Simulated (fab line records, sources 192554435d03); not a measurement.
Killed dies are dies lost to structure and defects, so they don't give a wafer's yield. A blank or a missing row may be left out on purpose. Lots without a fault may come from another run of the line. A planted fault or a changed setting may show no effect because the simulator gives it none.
Which tool did it? | flow n5_finfet | 12 lots, 36 wafers sampled, at 4 steps of a route of 1938

WHAT THE GAUGES READ, wafer by wafer
N5_HKMG_FIN_INSPECT_28: inspects for defects (darkfield). Usual: raw_defect_count 46, standard deviation 20.
lot  | measured     | on                | raw_defect_count | flag
L372 | day 4 10:57  | defect_inspect-01 | 32 37 39         |
L373 | day 4 14:56  | defect_inspect-01 | 20 53 55         |
L375 | day 5 01:02  | defect_inspect-01 | 39 55 37         |
L376 | day 5 13:34  | defect_inspect-01 | 45 31 36         |
L377 | day 5 19:43  | defect_inspect-01 | 26 20 25         |
L379 | day 6 02:46  | defect_inspect-02 | 31 36 53         |
L381 | day 6 11:25  | defect_inspect-02 | 33 26 40         |
L385 | day 7 17:53  | defect_inspect-01 | 22 26 28         |
L386 | day 7 22:35  | defect_inspect-02 | 89 84 50         |
L387 | day 8 06:08  | defect_inspect-01 | 29 20 24         |
L392 | day 9 07:16  | defect_inspect-01 | 61 25 31         |
L395 | day 10 04:36 | defect_inspect-01 | 46 36 78         |

WHICH TOOL RAN EACH LOT (tool, then ch and the chambers of the sampled wafers, then the start)
lot  | N5_HKMG_FIN_ALD_71                  | N5_HKMG_FIN_STRIP_90               | N5_HKMG_FIN_W_FILL_22
L372 | ald_metal-03 ch 2,3, day 4 08:35    | rie_diel-06 ch 0,1,3, day 4 09:00  | cvd_w-02 ch 0, day 4 10:08
L373 | ald_metal-01 ch 1,2, day 4 12:37    | rie_diel-02 ch 0,1, day 4 13:01    | cvd_w-02 ch 0,1, day 4 14:07
L375 | ald_metal-04 ch 0,2,3, day 4 22:38  | rie_diel-02 ch 1, day 4 23:03      | cvd_w-01 ch 0,1, day 5 00:13
L376 | ald_metal-01 ch 0,2, day 5 11:13    | rie_diel-01 ch 2,3, day 5 11:37    | cvd_w-01 ch 0,1, day 5 12:44
L377 | ald_metal-01 ch 0,2, day 5 17:07    | rie_diel-01 ch 1,2,3, day 5 17:47  | cvd_w-02 ch 0,1, day 5 18:54
L379 | ald_metal-04 ch 0,2,3, day 6 00:23  | rie_diel-01 ch 0,3, day 6 00:50    | cvd_w-01 ch 0,1, day 6 01:57
L381 | ald_metal-03 ch 1,3, day 6 09:03    | rie_diel-01 ch 0,1,3, day 6 09:29  | cvd_w-01 ch 0, day 6 10:36
L385 | ald_metal-03 ch 0,1,2, day 7 15:33  | rie_diel-02 ch 0,1, day 7 15:57    | cvd_w-01 ch 0,1, day 7 17:04
L386 | ald_metal-03 ch 1,2,3, day 7 20:14  | rie_diel-01 ch 0,2,3, day 7 20:40  | cvd_w-02 ch 0,1, day 7 21:46
L387 | ald_metal-04 ch 1,2, day 8 03:49    | rie_diel-02 ch 0,1,3, day 8 04:13  | cvd_w-01 ch 1, day 8 05:19
L392 | ald_metal-04 ch 1,2,3, day 9 04:56  | rie_diel-06 ch 0,3, day 9 05:20    | cvd_w-01 ch 0,1, day 9 06:27
L395 | ald_metal-01 ch 0,1,3, day 10 01:58 | rie_diel-02 ch 1,2,3, day 10 02:28 | cvd_w-01 ch 0,1, day 10 03:35
- N5_HKMG_FIN_ALD_71: deposits TiN, target thk 1 nm, pulse time 1 s, purge time 3 s.
- N5_HKMG_FIN_STRIP_90: strips SOC in N2/H2, time 20 s.
- N5_HKMG_FIN_W_FILL_22: material W, target thk 60 nm, time 18.2 s.

WHAT THE TOOLS THEMSELVES READ (means of the sampled wafers that have a number; where no wafer has one, the mark that the record gives instead)
N5_HKMG_FIN_ALD_71. Usual: heater_power_w 874 W, standard deviation 92; precursor_pulse_height_rel 0.999, standard deviation 0.019.
lot  | tool         | heater_power_w (W) | precursor_pulse_height_rel | flag
L372 | ald_metal-03 | 836                | 1.007                      |
L373 | ald_metal-01 | 883                | 1.017                      |
L375 | ald_metal-04 | 993                | 1.008                      |
L376 | ald_metal-01 | 806                | 0.991                      |
L377 | ald_metal-01 | 872                | 0.999                      |
L379 | ald_metal-04 | 987                | 1.001                      |
L381 | ald_metal-03 | 873                | 1.022                      |
L385 | ald_metal-03 | 828                | 0.981                      |
L386 | ald_metal-03 | 858                | 0.995                      |
L387 | ald_metal-04 | 979                | 1.009                      |
L392 | ald_metal-04 | 975                | 0.990                      |
L395 | ald_metal-01 | 794                | 0.997                      |

N5_HKMG_FIN_STRIP_90. Usual: drypump_motor_current_A 5.5 A, standard deviation 0.32; n2_flow_sccm 300.2 sccm, standard deviation 0.85; oes_product_au 0.77 a.u., standard deviation 0.07; rf_fwd_power_W 496.7 W, standard deviation 1.8; rf_vpp_V 54.2 V, standard deviation 0.82; showerhead_plenum_p_Torr 3.36 Torr, standard deviation 0.093; throttle_valve_pct 19.1 %, standard deviation 0.34.
lot  | tool        | drypump_motor_current_A (A) | n2_flow_sccm (sccm) | oes_product_au (a.u.) | rf_fwd_power_W (W) | rf_vpp_V (V) | showerhead_plenum_p_Torr (Torr) | throttle_valve_pct (%) | flag
L372 | rie_diel-06 | 5.5                         | 300.0               | 0.74                  | 496.5              | 54.5         | 3.34                            | 19.2                   |
L373 | rie_diel-02 | 5.6                         | 300.8               | 0.80                  | 497.0              | 54.0         | 3.34                            | 18.9                   |
L375 | rie_diel-02 | 5.3                         | 299.8               | 0.78                  | 497.9              | 53.9         | 3.39                            | 18.8                   |
L376 | rie_diel-01 | 5.7                         | 300.6               | 0.77                  | 494.5              | 53.4         | 3.36                            | 19.2                   |
L377 | rie_diel-01 | 5.7                         | 300.5               | 0.85                  | 495.1              | 54.3         | 3.39                            | 19.0                   |
L379 | rie_diel-01 | 5.8                         | 300.3               | 0.82                  | 497.0              | 54.1         | 3.39                            | 19.0                   |
L381 | rie_diel-01 | 5.8                         | 299.2               | 0.85                  | 497.0              | 54.2         | 3.39                            | 18.8                   |
L385 | rie_diel-02 | 5.9                         | 300.3               | 0.77                  | 498.3              | 54.0         | 3.27                            | 19.0                   |
L386 | rie_diel-01 | 5.7                         | 300.3               | 0.80                  | 496.8              | 54.3         | 3.37                            | 19.2                   |
L387 | rie_diel-02 | 5.5                         | 300.5               | 0.76                  | 496.2              | 54.0         | 3.36                            | 19.2                   |
L392 | rie_diel-06 | 5.4                         | 300.3               | 0.72                  | 499.1              | 53.6         | 3.38                            | 19.2                   |
L395 | rie_diel-02 | 5.2                         | 299.5               | 0.72                  | 496.8              | 55.0         | 3.34                            | 19.4                   |

N5_HKMG_FIN_W_FILL_22. Usual: heater_power_w 919 W, standard deviation 57; throttle_valve_pct 19.8 %, standard deviation 1.3.
lot  | tool     | heater_power_w (W) | throttle_valve_pct (%) | flag
L372 | cvd_w-02 | 843                | 21.1                   |
L373 | cvd_w-02 | 879                | 21.2                   |
L375 | cvd_w-01 | 967                | 18.3                   |
L376 | cvd_w-01 | 970                | 18.4                   |
L377 | cvd_w-02 | 871                | 21.1                   |
L379 | cvd_w-01 | 970                | 18.6                   |
L381 | cvd_w-01 | 996                | 18.3                   |
L385 | cvd_w-01 | 977                | 18.4                   |
L386 | cvd_w-02 | 875                | 21.3                   |
L387 | cvd_w-01 | 924                | 18.8                   |
L392 | cvd_w-01 | 978                | 18.6                   |
L395 | cvd_w-01 | 945                | 18.8                   |

THE ANSWER, worked out from the rows above alone
Rule: a lot is off if the mean of its wafers that have a number lies more than 3 standard deviations from the usual mean. A lot without any number at a reading at which 4 lots or more have one is off too. The other lots that the step has rows for count as sound. The gauges are gone through in route order, then the tools' own readings, and for those a lot's mean is taken as printed above. The first step at which some lot is off is used, and at that step the reading that is off furthest; a lot without a number counts as furthest.
No lot is off at any reading shown: from this, nothing can be told.

WHAT THE SIMULATOR HAD PUT IN
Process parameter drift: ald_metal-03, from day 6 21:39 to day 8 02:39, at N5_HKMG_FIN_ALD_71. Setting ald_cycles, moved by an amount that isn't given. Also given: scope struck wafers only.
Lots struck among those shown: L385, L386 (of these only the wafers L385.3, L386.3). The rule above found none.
